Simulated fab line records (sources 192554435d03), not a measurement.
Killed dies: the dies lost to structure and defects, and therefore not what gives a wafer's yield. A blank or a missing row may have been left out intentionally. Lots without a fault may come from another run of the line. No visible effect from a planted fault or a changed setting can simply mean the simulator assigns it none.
The tool behind it: which one? :: flow n5-finfet :: 33 wafers sampled from 11 lots at 1 step of a route of 1938

== WHAT THE GAUGES SHOWED, per wafer ==
N5_BEOL_M10_INSPECT_30: inspects for defects (brightfield). Usual: raw-defect-count at 421, with a standard deviation of 91.
lot: L948
measured: day 10 02:22
on: defect-inspect-01
raw-defect-count: 240 330 324
flag: 

lot: L949
measured: day 10 15:16
on: defect-inspect-02
raw-defect-count: 370 329 503
flag: 

lot: L951
measured: day 11 00:36
on: defect-inspect-01
raw-defect-count: 365 354 326
flag: 

lot: L952
measured: day 11 04:50
on: defect-inspect-01
raw-defect-count: 474 487 433
flag: 

lot: L958
measured: day 12 01:17
on: defect-inspect-02
raw-defect-count: 421 402 414
flag: 

lot: L956
measured: day 12 08:17
on: defect-inspect-01
raw-defect-count: 291 473 348
flag: 

lot: L957
measured: day 12 17:47
on: defect-inspect-01
raw-defect-count: 280 282 259
flag: 

lot: L959
measured: day 13 03:46
on: defect-inspect-01
raw-defect-count: 437 568 490
flag: 

lot: L962
measured: day 13 18:25
on: defect-inspect-01
raw-defect-count: 434 431 495
flag: 

lot: L967
measured: day 14 23:37
on: defect-inspect-01
raw-defect-count: 334 354 434
flag: 

lot: L968
measured: day 15 07:47
on: defect-inspect-01
raw-defect-count: 457 484 359
flag: 

== EACH LOT AND THE TOOL THAT RAN IT (in order: tool; ch and the chambers of the sampled wafers; start) ==
Record: no process step prior to these readings.

== AS READ BY THE TOOLS THEMSELVES (means over the sampled wafers that have a number; for cases with no such wafer, the mark the record gives instead) ==
The record holds no such reading with a usual standard deviation.

== THE ANSWER, worked out from the rows above alone ==
Rule: a lot counts as off when the mean over its wafers that have a number is more than 3 standard deviations away from the usual mean. A lot without any number at a reading at which 4 lots or more have one is off too. The other lots that the step has rows for count as sound. Order of review: gauges by route order, followed by the tools' own readings, for which a lot's mean as printed above is used. The first step at which some lot is off is used, and at that step the reading that is off furthest; a lot without a number counts as furthest.
No lot is off on any of the readings shown, so nothing can be concluded from this.

== WHAT THE SIMULATOR HAD INSERTED ==
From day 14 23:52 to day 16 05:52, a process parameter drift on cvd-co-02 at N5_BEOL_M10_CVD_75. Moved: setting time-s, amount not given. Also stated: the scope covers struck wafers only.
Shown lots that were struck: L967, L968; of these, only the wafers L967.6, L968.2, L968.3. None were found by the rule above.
